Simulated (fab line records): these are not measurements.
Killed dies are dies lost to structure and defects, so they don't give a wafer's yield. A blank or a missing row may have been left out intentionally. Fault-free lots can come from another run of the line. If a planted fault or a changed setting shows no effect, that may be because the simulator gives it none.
A lot that was struck, set against a sound lot	flow n5_finfet	14 out of 1938 route steps
Sound: wafers L957.2, L957.3, L957.4. The struck wafers were L949.1, L949.3, L949.4. The cause comes at the end.
Per side, at each step with rows, come the tool, then ch with its chambers, and then its first start. Under that, the readings that differ: sound wafers	struck wafers	difference of the means	sigmas: that difference in standard deviations of wafers without a fault.
alike: readings with means less than 2 such deviations apart, plus words and numbers identical on both sides. not compared: withheld readings, readings lacking a value on some wafer, bounds such as >300 that could conceal the same value, and numbers that have no deviation in the record and whose values overlap.
Wherever a step has rows on one side only, a row that says differs or no value, or a row with sigmas, the two part there. Numbers that don't overlap but have no deviation are shown without sigmas and don't part them. A reading missing from all wafers of one side parts the sides only when that side holds two or more wafers.

N5_MOL_CONTACT_COAG_STRIP_96: strips in N2/H2.
  sound on rie_diel-03 ch 0,2, day 8 19:22; struck on rie_diel-06 ch 2,3, day 6 19:56
  alike: drypump_motor_current_A, oes_product_au, rf_vpp_V, showerhead_plenum_p_Torr, throttle_valve_pct
  not compared: rf_hours_counter_h
N5_MOL_CONTACT_COAG_ETCH_47: etches SiNx in CH3F/O2, stops on W, target depth 27 nm.
  sound on rie_diel-03 ch 0,2, day 8 19:24; struck on rie_diel-06 ch 2,3, day 6 19:58
  alike: O2_flow_sccm, drypump_motor_current_A, etch_rf_on_time_s, mfc_ar_sccm, oes_product_au, rf_vpp_V, showerhead_plenum_p_Torr, throttle_valve_pct
  not compared: rf_hours_counter_h
N5_MOL_CONTACT_COAG_STRIP_119: strips in N2/H2, time 30 s.
  sound on plasma_asher-01 ch 0,1, day 8 19:29; struck on plasma_asher-01 ch 0,1, day 6 20:03
  alike: drypump_motor_current_A, heater_power_w
  not compared: rf_hours_counter_h
then, 2 steps without rows for these wafers: N5_MOL_CONTACT_COAG_PRECLEAN_144 (cleans in alkaline clean, time 60 s); N5_MOL_CONTACT_COAG_SRD_145 (time 30 s).
N5_MOL_CONTACT_COAG_CD_MEAS_137: the cd target is 16 nm.
  sound: cd_sem-02 at day 8 19:37; struck: cd_sem-01 at day 6 20:11
  alike: cd_nm
then, 6 steps without rows for these wafers: N5_MOL_CONTACT_COAG_COAT_62 (time 60 s, resist thk 60 nm); N5_MOL_CONTACT_COAG_COAT_63 (time 60 s, resist thk 10 nm); N5_MOL_CONTACT_COAG_COAT_64 (time 60 s, resist thk 10 nm); N5_MOL_CONTACT_COAG_COAT_34 (resist thk 40 nm); N5_MOL_CONTACT_COAG_EBR_36; N5_MOL_CONTACT_COAG_SOFTBAKE_35 (time 60 s).
N5_MOL_CONTACT_COAG_EXPOSE_37: exposes mask VD, defocus 0 nm.
  struck on euv_scanner-02, day 6 20:22; sound on euv_scanner-02 ch 0, day 8 19:49
  no value came back on the struck wafers for any of 5 readings (exposure_dose_mJ_cm2, focus_offset_nm (nm) and others); on the sound wafers exposure_dose_mJ_cm2 reads 61.87 61.89 61.97
  alike: mask
then, 1 step without rows for these wafers: N5_MOL_CONTACT_COAG_PEB_38 (peb time 60 s).

## WHERE THEY PART
Only at N5_MOL_CONTACT_COAG_EXPOSE_37, as far as this record shows.

WHY: the cause the simulator had injected
Skipped step whole: euv_scanner-02, from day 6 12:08 on, at N5_MOL_CONTACT_COAG_EXPOSE_37. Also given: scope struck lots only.
